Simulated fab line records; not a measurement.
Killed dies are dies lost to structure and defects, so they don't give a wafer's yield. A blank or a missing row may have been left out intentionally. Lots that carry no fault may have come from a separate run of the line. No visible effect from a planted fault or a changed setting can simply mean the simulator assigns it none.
fab line records | flow nandHarc
record lots=11 wafers=33 lastDay=34
route steps=1302 shown A_STAIRCASE@740 END@1302
lots that met no fault: taken from a fault-free run of the same line
startH: the number of hours between the record's first day and the start of the first shown wafer of the lot | waitH: how many hours have passed since the lot's step before this one | " unchanged from the row above | L1.1+2: a row that stands for several wafers | - no value present, or no start provided | * or withheld: withheld | < > ~ a bound
route shown NAME@n: a module of which the file shows steps, and the number in the route of the first | usual: the fault-free wafers' mean and standard deviation | same: alike in all rows | chamber/n: place in a boat | sites: each site's reading | _std_site: their standard deviation | _edge_site: inner sites' mean taken away from outer sites' mean | radiusMm: how far each site lies from the wafer's centre | mask NAME#n: copy n | behind: the last tool/chamber to shape the wafer | hold: cause of the lot's hold/its duration in hours/its outcome | device: the n, p or np transistor that did not switch | end of line: tests run on the same wafers once the route is complete | a step without rows: its recipe alone | killed: count of dies lost to structure and defects at first sort (not the wafer's yield) | map: dies across one wafer; x = killed, . = not, _ = none there
set.NAME: the run value of the setting; set.NAME@STEP: its run value at that earlier step | model.NAME: the simulator's own value behind a step, which no gauge read
one table for each step of the route and one row for each wafer, over a sample of lots
services: the hour from which a tool's chamber was out of use, counted from the record's first day as startH (under 0 if before that day), plus the number of hours and why
## steps
# step NHARC_A_STAIRCASE_TRIM_226
# recipe timeS=211.2 o2FlowSccm=500 arFlowSccm=0 biasW=0 chemistry=O2
# usual chamberPressureMTorr=60.00/0.053 drypumpMotorCurrentA=5.7/0.34 mfcArSccm=0.009/0.013 oesProductAu=1.000/0.015 rfVppV=57.8/0.97 showerheadPlenumPTorr=3.52/0.15 throttleValvePct=17.037/0.0094
# same biasW=0
# columns lot.wafer tool chamber startH waitH chamberPressureMTorr drypumpMotorCurrentA mfcArSccm oesProductAu rfHoursCounterH rfVppV showerheadPlenumPTorr throttleValvePct
L669.1 rieDiel-09 3 - - 59.95 5.3 0 0.993 16 58.9 3.45 17.030
L669.3 " 0 " " 60.09 6.0 0.027 0.978 18 57.4 3.77 17.035
L669.6 " 1 " " 60.05 5.9 0 1.002 - 55.6 3.42 17.038
L672.3 rieDiel-09 3 - - 60.03 5.4 0 0.996 22 57.6 3.44 17.037
L672.2 " 0 " " 59.93 6.0 0.027 0.979 27 59.2 3.77 17.021
L672.1 " 2 " " 59.99 6.2 0 1.000 20 58.1 3.65 17.041
L673.4 rieDiel-09 1 - - 59.97 6.0 0 0.987 22 57.3 3.41 17.034
L673.2 " 2 " " 59.95 6.2 0 0.990 25 56.6 3.65 17.031
L673.6 " 1 " " 59.99 5.9 0 0.993 - 57.7 3.41 17.041
L674.3 rieDiel-13 1 - - 60.04 5.9 0 1.000 25 57.8 3.33 17.037
L674.6 " 0 " " 60.09 5.6 0.023 1.005 - 59.5 3.52 17.041
L674.5 " 1 " " 60.01 5.9 0 1.005 - 56.2 3.33 17.047
L675.1 rieDiel-04 3 - - 60.02 6.2 0.042 1.006 14 58.1 3.36 17.050
L675.3 " 0 " " 60.01 5.7 0.018 1.024 14 58.2 3.73 17.029
L675.6 " 1 " " 60.03 5.4 0 0.996 - 59.3 3.48 17.032
L681.1 rieDiel-13 1 - - 60.11 5.8 0 1.013 45 56.3 3.32 17.022
L681.6 " 3 " " 60.03 5.3 0 0.980 - 58.6 3.72 17.037
L681.5 " 0 " " 60.03 5.6 0.023 1.009 - 57.4 3.51 17.038
L687.3 rieDiel-09 3 - - 60.03 5.4 0 1.023 13 57.1 3.42 17.033
L687.5 " 1 " " 59.97 5.9 0 0.980 - 58.3 3.39 17.030
L687.6 " 2 " " 59.96 6.2 0 0.976 - 56.9 3.62 17.032
L688.3 rieDiel-09 0 - - 60.04 6.1 0.027 0.980 18 59.0 3.74 17.040
L688.1 " 1 " " 59.97 5.9 0 0.991 16 56.9 3.39 17.046
L688.6 " 0 " " 59.94 6.1 0.027 0.987 - 59.3 3.74 17.046
L690.3 rieDiel-09 2 - - 60.05 6.2 0 0.993 21 58.6 3.61 17.025
L690.2 " 3 " " 60.12 5.4 0 1.024 22 57.0 3.41 17.049
L690.5 " 2 " " 60.06 6.2 0 0.975 - 58.8 3.61 17.039
L691.2 rieDiel-13 0 - - 60.07 5.5 0.023 1.017 19 57.4 3.49 17.036
L691.1 " 1 " " 60.06 5.9 0 0.984 20 58.4 3.30 17.036
L691.3 " 2 " " 60.03 5.2 0 1.012 22 58.3 3.62 17.042
L692.4 rieDiel-09 3 - - 60.00 5.3 0 1.025 32 56.9 3.41 17.047
L692.2 " 1 " " 60.07 5.9 0 0.977 27 56.2 3.38 17.045
L692.6 " 2 " " 60.01 6.2 0 0.988 - 59.5 3.61 17.046
# step NHARC_A_STAIRCASE_ETCH_230
# recipe targetDepthA=1000 timeS=40.5 ionEnergyEv=400 c4f8FlowSccm=20 o2FlowSccm=10 arFlowSccm=withheld rfW=600 biasW=1000 chemistry=C4F8/O2
# usual biasW=1000.2/2.8 oesProductAu=0.942/0.02 rfVppV=896/5.9
# columns lot.wafer tool chamber startH waitH biasW oesProductAu rfHoursCounterH rfVppV
L669.1 rieDiel-13 0 - - 997.4 0.959 9 895
L669.3 " 1 " " 1002.8 0.954 8 889
L669.6 " 2 " " 999.5 0.990 - 900
L672.2 rieDiel-09 2 - - 998.2 0.938 21 899
L672.3 " 3 " " 998.5 0.943 23 893
L672.1 " 0 " " 998.8 0.937 27 903
L673.4 rieDiel-09 1 - - 1003.3 0.940 22 892
L673.2 " 2 " " 1001.8 0.939 25 900
L673.6 " 0 " " 1000.8 0.943 - 904
L674.3 rieDiel-04 2 - - 1004.4 0.909 14 888
L674.6 " 3 " " 1000.0 0.920 - 890
L674.5 " 2 " " 1005.7 0.902 - 887
L675.3 rieDiel-04 0 - - 1001.2 0.972 14 902
L675.1 " 2 " " 999.7 0.916 15 887
L675.6 " 0 " " 996.8 0.980 - 903
L681.1 rieDiel-04 3 - - 1000.7 0.964 33 889
L681.5 " 0 " " 1004.7 0.971 - 903
L681.6 " 1 " " 1002.2 0.944 - 894
L687.3 rieDiel-09 0 - - 998.0 0.932 13 905
L687.5 " 3 " " 997.4 0.964 - 891
L687.6 " 0 " " 992.0 0.926 - 903
L688.3 rieDiel-09 3 - - 997.6 0.963 20 893
L688.1 " 1 " " 1000.7 0.941 16 890
L688.6 " 3 " " 993.9 0.972 - 892
L690.3 rieDiel-04 2 - - 997.5 0.908 6 905
L690.2 " 3 " " 1004.3 0.930 7 890
L690.5 " 3 " " 1000.5 0.940 - 889
L691.1 rieDiel-13 3 - - 1002.0 0.957 23 904
L691.3 " 1 " " 995.3 0.932 20 889
L691.2 " 2 " " 1001.2 0.969 22 900
L692.2 rieDiel-09 3 - - 999.5 0.958 32 892
L692.4 " 1 " " 999.2 0.918 28 891
L692.6 " 2 " " 1008.3 0.920 - 899
# step NHARC_A_STAIRCASE_TRIM_231
# recipe timeS=211.2 o2FlowSccm=500 arFlowSccm=0 biasW=0 chemistry=O2
# usual biasW=0/0 chamberPressureMTorr=59.99/0.053 drypumpMotorCurrentA=5.7/0.34 mfcArSccm=0.010/0.015 oesProductAu=1.000/0.016 rfVppV=57.8/0.99 showerheadPlenumPTorr=3.52/0.16 throttleValvePct=17.037/0.0096
# columns lot.wafer tool chamber startH waitH biasW chamberPressureMTorr drypumpMotorCurrentA mfcArSccm oesProductAu rfHoursCounterH rfVppV showerheadPlenumPTorr throttleValvePct
L669.1 rieDiel-13 1 373.88 - 0 59.99 5.9 0 1.014 8 58.2 3.34 17.043
L669.3 " 2 " " 0 60.09 5.2 0 1.015 8 59.2 3.66 17.028
L669.6 " 1 " " 0 59.87 5.9 0 1.016 - 57.7 3.34 17.032
L672.3 rieDiel-09 1 391.18 - 0 60.01 5.9 0 1.006 18 57.4 3.41 17.028
L672.2 " 2 " " 0 59.99 6.2 0 1.002 21 58.5 3.65 17.045
L672.1 " 3 " " 0 59.96 5.4 0 0.997 23 55.9 3.44 17.025
L673.4 rieDiel-09 1 412.66 - 0 60.10 5.9 0 1.000 22 57.5 3.41 17.042
L673.2 " 3 " " 0 60.08 5.3 0 1.009 28 56.9 3.44 17.031
L673.6 " 0 " " 0 59.91 6.1 0.027 0.993 - 58.5 3.76 17.048
L674.3 rieDiel-04 0 418.36 - 0 60.03 5.7 0.018 1.029 13 58.5 3.73 17.028
L674.5 " 0 " " 0 59.96 5.8 0.018 1.028 - 58.2 3.73 17.024
L674.6 " 2 " " 0 59.96 5.6 0 0.983 - 57.5 3.30 17.033
L675.3 rieDiel-04 0 425.85 - 0 59.93 5.7 0.018 1.029 14 57.2 3.73 17.031
L675.1 " 2 " " 0 60.02 5.6 0 0.987 15 58.2 3.30 17.024
L675.6 " 3 " " 0 59.91 6.2 0.042 1.015 - 57.7 3.36 17.044
L681.1 rieDiel-04 1 476.30 - 0 60.01 5.5 0 1.002 30 57.5 3.47 17.036
L681.5 " 0 " " 0 59.98 5.7 0.018 1.019 - 57.3 3.72 17.033
L681.6 " 1 " " 0 60.02 5.4 0 1.000 - 57.0 3.47 17.041
L687.3 rieDiel-09 2 542.94 - - - - - - - - - -
L687.5 " 3 " " - - - - - - - - -
L687.6 " 0 " " - - - - - - - - -
L688.3 rieDiel-09 1 556.43 - - - - - - - - - -
L688.1 " 0 " " - - - - - - - - -
L688.6 " 2 " " - - - - - - - - -
L690.3 rieDiel-04 1 570.76 - 0 59.90 5.4 0 0.970 7 56.2 3.46 17.037
L690.2 " 2 " " 0 60.02 5.6 0 0.985 6 59.1 3.80 17.034
L690.5 " 2 " " 0 59.94 5.6 0 0.979 - 58.7 3.80 17.036
L691.2 rieDiel-13 0 586.86 - 0 60.05 5.6 0.023 1.011 19 56.6 3.49 17.035
L691.1 " 1 " " 0 59.89 5.9 0 0.978 20 55.9 3.30 17.047
L691.3 " 3 " " 0 59.97 5.2 0 1.000 23 58.7 3.70 17.056
L692.4 rieDiel-09 3 598.42 - 0 59.97 5.4 0 1.030 32 58.5 3.41 17.041
L692.2 " 0 " " 0 60.04 6.0 0.027 0.974 29 57.0 3.73 17.046
L692.6 " 2 " " 0 60.04 6.2 0 0.972 - 56.8 3.61 17.044
# step NHARC_A_STAIRCASE_ETCH_234
# recipe targetDepthA=1000 timeS=40.5 ionEnergyEv=400 c4f8FlowSccm=20 o2FlowSccm=10 arFlowSccm=withheld rfW=600 biasW=1000 chemistry=C4F8/O2
# usual biasW=1000/3.3 oesProductAu=0.942/0.015 rfVppV=895/5.9
# columns lot.wafer tool chamber startH waitH biasW oesProductAu rfHoursCounterH rfVppV
L669.3 rieDiel-13 3 - - 997 0.936 9 902
L669.1 " 0 " " 1006 0.944 9 896
L669.6 " 2 " " 1001 0.976 - 900
L672.1 rieDiel-09 2 - - 1005 0.931 21 902
L672.2 " 3 " " 1003 0.942 23 893
L672.3 " 0 " " 999 0.923 27 903
L673.4 rieDiel-09 2 - - 1002 0.945 26 900
L673.2 " 1 " " 1000 0.949 22 890
L673.6 " 3 " " 996 0.950 - 892
L674.3 rieDiel-04 3 - - 1004 0.943 13 890
L674.6 " 0 " " 1002 0.961 - 904
L674.5 " 2 " " 998 0.928 - 888
L675.3 rieDiel-04 3 - - 1000 0.941 14 889
L675.1 " 1 " " 1004 0.938 12 894
L675.6 " 3 " " 996 0.957 - 889
L681.1 rieDiel-04 1 - - 994 0.935 30 893
L681.5 " 3 " " 998 0.938 - 890
L681.6 " 0 " " 1003 0.953 - 903
L687.3 rieDiel-09 2 - - 1002 0.921 13 898
L687.5 " 3 " " 997 0.951 - 891
L687.6 " 0 " " 998 0.924 - 903
L688.1 rieDiel-09 0 - - 997 0.929 19 903
L688.3 " 1 " " 997 0.942 17 891
L688.6 " 1 " " 1002 0.944 - 890
L690.3 rieDiel-04 2 - - 1001 0.925 7 904
L690.2 " 3 " " 1005 0.967 7 890
L690.5 " 2 " " 1006 0.925 - 905
L691.3 rieDiel-13 0 - - 1002 0.953 20 894
L691.1 " 2 " " 998 0.950 22 899
L691.2 " 3 " " 995 0.931 23 901
L692.4 rieDiel-09 1 - - 1000 0.928 28 891
L692.2 " 3 " " 1001 0.971 32 891
L692.6 " 1 " " 997 0.936 - 891
# step NHARC_END_SORT_01
# recipe tempC=25
# usual killedAtArray=54/17 killedAtOther=0.7/1 killedAtPeriphery=3.7/2.9 killedDies=58/16 killedOpen=3.2/1.9 killedShort=2.2/1.5
# same grossDies=677
# columns lot.wafer tool chamber startH waitH killedAtArray killedAtOther killedAtPeriphery killedDies killedOpen killedShort
L672.1 prober-02 0 587.94 2.5 91 1 2 94 0 3
L672.2 prober-02 0 588.75 2.8 89 0 7 96 6 2
L672.3 prober-02 0 589.55 3.1 78 0 3 81 3 3
L681.1 prober-02 0 671.22 2.5 24 1 3 28 1 5
L681.5 prober-02 0 674.43 3.7 26 5 4 35 2 1
L681.6 prober-02 0 675.24 4.0 18 3 5 26 4 3
L687.3 prober-01 0 737.67 3.1 675 0 2 677 4 2
L687.5 prober-01 0 739.24 3.7 675 0 2 677 0 2
L687.6 prober-01 0 740.03 3.9 675 0 2 677 3 1
L688.1 prober-02 0 750.52 2.5 670 0 7 677 1 5
L688.3 prober-02 0 752.13 3.1 672 0 5 677 7 2
L688.6 prober-02 0 754.55 4.0 670 0 7 677 3 0
L690.2 prober-01 0 774.00 2.8 54 2 1 57 3 4
L690.3 prober-01 0 774.80 3.1 37 0 5 42 7 3
L690.5 prober-01 0 776.39 3.7 40 1 1 42 4 1
# killed by level:class
L672.1 A_CHANNEL_HOLE_D1:chamberFilmFlake=36 A_CHANNEL_HOLE_D2:chamberFilmFlake=34 A_SLIT:chamberFilmFlake=16 A_CONTACT:chamberFilmFlake=4 P_CONTACT:geometricParticle:short=1 P_M2:geometricParticle:short=1 A_M0:geometricParticle:short=1 THIN_TSV:chamberFilmFlake=1
L672.2 A_CHANNEL_HOLE_D2:chamberFilmFlake=30 A_CHANNEL_HOLE_D1:chamberFilmFlake=25 A_SLIT:chamberFilmFlake=23 A_CONTACT:chamberFilmFlake=6 P_M1:chamberFilmFlake=3 P_GATE:geometricParticle:open=1 P_CONTACT:geometricParticle:short=1 P_M1:geometricParticle:open=1
L672.3 A_CHANNEL_HOLE_D1:chamberFilmFlake=30 A_CHANNEL_HOLE_D2:chamberFilmFlake=21 A_SLIT:chamberFilmFlake=16 A_CONTACT:chamberFilmFlake=3 A_CHANNEL_FILL_D1:geometricParticle:short=2 P_GATE:chamberFilmFlake=2 A_STAIRCASE:chamberFilmFlake=2 P_M1:geometricParticle:open=1
L681.1 A_CHANNEL_HOLE_D1:chamberFilmFlake=9 A_M1:chamberFilmFlake=3 A_DECK1_JOINT:geometricParticle:short=2 A_DECK1_JOINT:chamberFilmFlake=2 A_CHANNEL_FILL_D2:chamberFilmFlake=2 A_STAIRCASE:chamberFilmFlake=2 P_M2:geometricParticle:short=1 A_CHANNEL_FILL_D1:geometricParticle:short=1
L681.5 A_CHANNEL_HOLE_D1:chamberFilmFlake=6 THIN_TSV:chamberFilmFlake=5 A_CHANNEL_FILL_D2:chamberFilmFlake=4 A_WL_FILL:chamberFilmFlake=4 A_M1:chamberFilmFlake=3 P_GATE:chamberFilmFlake=2 A_STAIRCASE:chamberFilmFlake=2 A_SLIT:chamberFilmFlake=2
L681.6 A_SLIT:chamberFilmFlake=4 A_M1:chamberFilmFlake=4 THIN_TSV:chamberFilmFlake=3 A_CHANNEL_HOLE_D1:chamberFilmFlake=2 A_WL_FILL:chamberFilmFlake=2 P_CONTACT:geometricParticle:short=1 P_M0:geometricParticle:open=1 P_M2:geometricParticle:short=1
L687.3 A_STAIRCASE:areaTrim=600 A_CHANNEL_HOLE_D1:chamberFilmFlake=28 A_CHANNEL_HOLE_D2:chamberFilmFlake=20 A_SLIT:chamberFilmFlake=15 A_SGD_CUT:chamberFilmFlake=4 A_CHANNEL_FILL_D1:chamberFilmFlake=2 P_GATE:geometricParticle:open=1 A_ONON_D1:geometricParticle:open=1
L687.5 A_STAIRCASE:areaTrim=608 A_CHANNEL_HOLE_D1:chamberFilmFlake=27 A_SLIT:chamberFilmFlake=15 A_CHANNEL_HOLE_D2:chamberFilmFlake=8 A_SGD_CUT:chamberFilmFlake=5 A_CONTACT:chamberFilmFlake=4 A_CHANNEL_FILL_D1:chamberFilmFlake=2 A_WL_FILL:chamberFilmFlake=2
L687.6 A_STAIRCASE:areaTrim=592 A_CHANNEL_HOLE_D1:chamberFilmFlake=30 A_SLIT:chamberFilmFlake=22 A_CHANNEL_HOLE_D2:chamberFilmFlake=16 A_CONTACT:chamberFilmFlake=6 A_SGD_CUT:chamberFilmFlake=3 A_WL_FILL:chamberFilmFlake=3 P_M0:geometricParticle:open=1
L688.1 A_STAIRCASE:areaTrim=622 A_SLIT:chamberFilmFlake=19 A_CHANNEL_HOLE_D1:chamberFilmFlake=14 P_M1:chamberFilmFlake=5 A_STAIRCASE:chamberFilmFlake=4 A_CONTACT:chamberFilmFlake=4 A_CHANNEL_HOLE_D2:chamberFilmFlake=2 P_CONTACT:geometricParticle:open=1
L688.3 A_STAIRCASE:areaTrim=618 A_SLIT:chamberFilmFlake=20 A_CHANNEL_HOLE_D1:chamberFilmFlake=16 A_CONTACT:chamberFilmFlake=5 P_CONTACT:chamberFilmFlake=3 A_ONON_D1:geometricParticle:open=2 A_CHANNEL_FILL_D2:chamberFilmFlake=2 A_STAIRCASE:chamberFilmFlake=2
L688.6 A_STAIRCASE:areaTrim=645 A_SLIT:chamberFilmFlake=14 A_CONTACT:chamberFilmFlake=7 P_CONTACT:chamberFilmFlake=3 P_GATE:geometricParticle:open=2 P_M1:chamberFilmFlake=2 A_CHANNEL_HOLE_D2:chamberFilmFlake=2 A_BLC:geometricParticle:open=1
L690.2 A_CHANNEL_HOLE_D2:chamberFilmFlake=33 A_SLIT:chamberFilmFlake=6 A_CHANNEL_HOLE_D1:chamberFilmFlake=3 A_CONTACT:chamberFilmFlake=3 A_WL_FILL:geometricParticle:short=2 A_CHANNEL_HOLE_D1:unspecified=2 THIN_TSV:chamberFilmFlake=2 A_CHANNEL_HOLE_D1:geometricParticle:open=1
L690.3 A_CHANNEL_HOLE_D2:chamberFilmFlake=16 A_SLIT:chamberFilmFlake=7 A_DECK1_JOINT:geometricParticle:short=2 P_GATE:chamberFilmFlake=2 A_SGD_CUT:chamberFilmFlake=2 A_CONTACT:chamberFilmFlake=2 P_CONTACT:geometricParticle:open=1 P_M0:geometricParticle:open=1
L690.5 A_CHANNEL_HOLE_D2:chamberFilmFlake=22 A_SLIT:chamberFilmFlake=6 A_CHANNEL_HOLE_D1:chamberFilmFlake=2 A_CONTACT:chamberFilmFlake=2 A_CHANNEL_FILL_D1:geometricParticle:open=1 A_CHANNEL_HOLE_D1:geometricParticle:open=1 A_DECK1_JOINT:geometricParticle:open=1 A_WL_FILL:geometricParticle:short=1
## services
# columns tool chamber startH hours kind
rieDiel-04 0 353.25 1.8 repair
rieDiel-04 3 353.40 8.5 repair
rieDiel-09 0 353.77 - clean
rieDiel-09 1 353.77 - clean
rieDiel-09 2 353.77 - clean
rieDiel-09 3 353.77 - clean
rieDiel-09 1 356.47 11.1 repair
rieDiel-04 - 357.14 9.0 pm
rieDiel-09 0 381.03 - clean
rieDiel-09 1 381.03 - clean
rieDiel-09 2 381.03 - clean
rieDiel-09 3 381.03 - clean
rieDiel-13 2 384.14 13.5 repair
rieDiel-09 1 399.58 2.5 repair
rieDiel-09 0 405.58 - clean
rieDiel-09 1 405.58 - clean
rieDiel-09 2 405.58 - clean
rieDiel-09 3 405.58 - clean
rieDiel-09 0 430.12 - clean
rieDiel-09 1 443.80 8.7 repair
rieDiel-09 - 497.14 9.0 pm
rieDiel-13 - 519.23 9.0 pm
rieDiel-04 - 534.14 9.0 pm
rieDiel-13 0 543.73 4.0 repair
## key
firstSign step=NHARC_A_STAIRCASE_TRIM_231 reading=toolRecord direction=missing
effect step=NHARC_END_SORT_01 reading=killedDies direction=up sigmas=38 usual=58 struck=677
moreKillsBornAt NHARC_A_STAIRCASE_TRIM_231@rieDiel-09=3684
metAt NHARC_A_STAIRCASE_TRIM_231
struckLots L687,L688
laterRowsLeftOut L687.3,L687.5,L687.6,L688.1,L688.3,L688.6
testerLeftOut L687,L688
notActingAt NHARC_A_STAIRCASE_TRIM_226,NHARC_A_STAIRCASE_ETCH_230,NHARC_A_STAIRCASE_ETCH_234
onsetBetween 412.66 542.94
fault kind=skippedStepWhole tool=rieDiel-09 chamber=- onsetH=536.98 steps=NHARC_A_STAIRCASE_TRIM_231 scope=struckLotsOnly
# testerLeftOut: of these lots the tester's yield and bins aren't shown, on N5 and GAA mostly nor the transistor test; their killed dies are dies lost to structure and defects alone, not to doping, threshold or leakage, so they don't give the yield
# laterRowsLeftOut: the simulator's readings of these wafers behind a module that went badly wrong aren't trusted and aren't shown, but for the sort
